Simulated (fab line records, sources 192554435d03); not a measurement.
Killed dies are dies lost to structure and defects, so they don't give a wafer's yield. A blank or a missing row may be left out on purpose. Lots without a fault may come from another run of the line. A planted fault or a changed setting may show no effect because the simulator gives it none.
One fault seen from 3 desks | flow n5_finfet | each desk has only its own numbers; what lay behind them comes last

THE DEFECT DESK
What the inspections along the route counted, lot by lot: means of the sampled wafers that have a number. A lot is out of limits, marked OUT, if its mean lies more than 4 standard deviations from the usual mean; the brackets give that distance.
Columns: A = raw_defect_count at N5_HKMG_FIN_INSPECT_61, usual 2.1
lot  | first seen here | A
L144 | day 3 22:08     | 2.0
L145 | day 4 03:58     | 2.7
L151 | day 5 18:09     | 2.0
L152 | day 6 04:38     | 2.7
L158 | day 7 11:35     | 1.7
L160 | day 7 22:26     | 1.3
L162 | day 8 09:54     | 2.7
L164 | day 8 23:24     | 1.7
L166 | day 9 12:37     | 3.7
This desk's finding: nothing out of limits on any of the 9 lots.

THE METROLOGY DESK
What the gauges read, lot by lot, whatever tool the lot ran on: means of the sampled wafers that have a number. A lot is out of limits, marked OUT, if its mean lies more than 4 standard deviations from the usual mean; the brackets give that distance. Of its 15 readings 7 are shown: the one that was out of limits first, and those that lie furthest out on some lot.
Columns: A = DIBL_P at N5_BEOL_M4_RC_MEAS_101, usual 36.9 mV/V; B = IOFF_N at N5_BEOL_M4_RC_MEAS_101, usual 0.163 nA/um; C = IOFF_N_85C at N5_BEOL_M4_RC_MEAS_101, usual 3.2 nA/um; D = IOFF_N_LIN at N5_BEOL_M4_RC_MEAS_101, usual 0.075 nA/um; E = IOFF_N_LONG at N5_BEOL_M4_RC_MEAS_101, usual 5.48e-05 nA/um; F = VT_N at N5_BEOL_M4_RC_MEAS_101, usual 249.8 mV; G = VT_N_LONG at N5_BEOL_M4_RC_MEAS_101, usual 275.4 mV
lot  | first seen here | A    | B               | C              | D               | E                  | F                | G
L144 | day 3 22:07     | 35.7 | 0.153           | 3.1            | 0.070           | 5.38e-05           | 251.2            | 274.5
L145 | day 4 03:56     | 37.3 | 0.163           | 3.2            | 0.075           | 5.80e-05           | 250.3            | 274.6
L151 | day 5 18:08     | 37.1 | 0.172           | 3.3            | 0.079           | 5.53e-05           | 247.5            | 275.9
L152 | day 6 04:37     | 37.5 | 0.179           | 3.4            | 0.083           | 5.59e-05           | 248.2            | 274.9
L158 | day 7 11:34     | 38.5 | 0.410 (+11) OUT | 6.8 (+9.7) OUT | 0.188 (+13) OUT | 1.08e-04 (+25) OUT | 226.3 (-8.4) OUT | 252.9 (-13) OUT
L160 | day 7 22:24     | 37.0 | 0.441 (+12) OUT | 7.2 (+11) OUT  | 0.200 (+14) OUT | 1.21e-04 (+32) OUT | 221.4 (-10) OUT  | 249.3 (-15) OUT
L162 | day 8 09:53     | 39.5 | 0.173           | 3.4            | 0.081           | 5.19e-05           | 250.7            | 276.4
L164 | day 8 23:22     | 37.2 | 0.154           | 3.0            | 0.072           | 5.13e-05           | 251.4            | 277.1
L166 | day 9 12:35     | 35.5 | 0.142           | 2.9            | 0.066           | 5.37e-05           | 252.9            | 275.4
This desk's finding: out of limits on L158, L160; first on L158, day 11 18:47 (IOFF_N at N5_BEOL_M4_RC_MEAS_101). In limits: L144, L145, L151, L152, L162, L164, L166.

THE TOOL OWNER'S DESK: rie_diel-03
The tool's own readings at N5_HKMG_FIN_ETCH_58 (etches SOC in N2/H2, target depth 215.8 nm, time 741 s): means of the sampled wafers that have a number, for each lot that ran on this tool. A lot is out of limits, marked OUT, if its mean lies more than 4 standard deviations from the usual mean; the brackets give that distance.
Columns: A = drypump_motor_current_A at N5_HKMG_FIN_ETCH_58, usual 6.0 A; B = oes_product_au at N5_HKMG_FIN_ETCH_58, usual 0.78 a.u.; C = rf_vpp_V at N5_HKMG_FIN_ETCH_58, usual 99.1 V; D = run_length_s at N5_HKMG_FIN_ETCH_58, usual 764.2 s; E = showerhead_plenum_p_Torr at N5_HKMG_FIN_ETCH_58, usual 2.54 Torr; F = throttle_valve_pct at N5_HKMG_FIN_ETCH_58, usual 17.9 %
lot  | first seen here | A   | B    | C    | D                       | E    | F
L145 | day 4 04:17     | 5.6 | 0.78 | 99.8 | 764.2                   | 2.62 | 18.2
L151 | day 5 18:29     | 5.9 | 0.76 | 99.0 | 764.5                   | 2.58 | 18.2
L158 | day 7 11:56     | 6.2 | 0.87 | 99.2 | 636.3 (-99 or more) OUT | 2.55 | 17.8
L160 | day 7 23:02     | 6.2 | 0.82 | 99.1 | 636.5 (-99 or more) OUT | 2.57 | 17.8
This desk's finding: out of limits on L158, L160; first on L158, day 7 11:56 (run_length_s at N5_HKMG_FIN_ETCH_58). In limits: L145, L151.

PUT TOGETHER
The tool owner's desk could have raised an alarm at day 7 11:56, on L158, L160.
The metrology desk could have raised an alarm at day 11 18:47, on L158, L160.
The defect desk saw nothing out of limits.
The defect desk has L158, L160 on record, within its limits.
Of the lots named, all ran N5_HKMG_FIN_ETCH_58 on rie_diel-03.

WHAT THE SIMULATOR HAD PUT IN
Process parameter drift: rie_diel-03, from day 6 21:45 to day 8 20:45, at N5_HKMG_FIN_ETCH_58. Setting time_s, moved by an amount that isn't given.
Lots struck among those shown: L158, L160.
Hours from the fault's start to each desk's first reading out of limits: the tool owner's desk, 14; the metrology desk, 117.
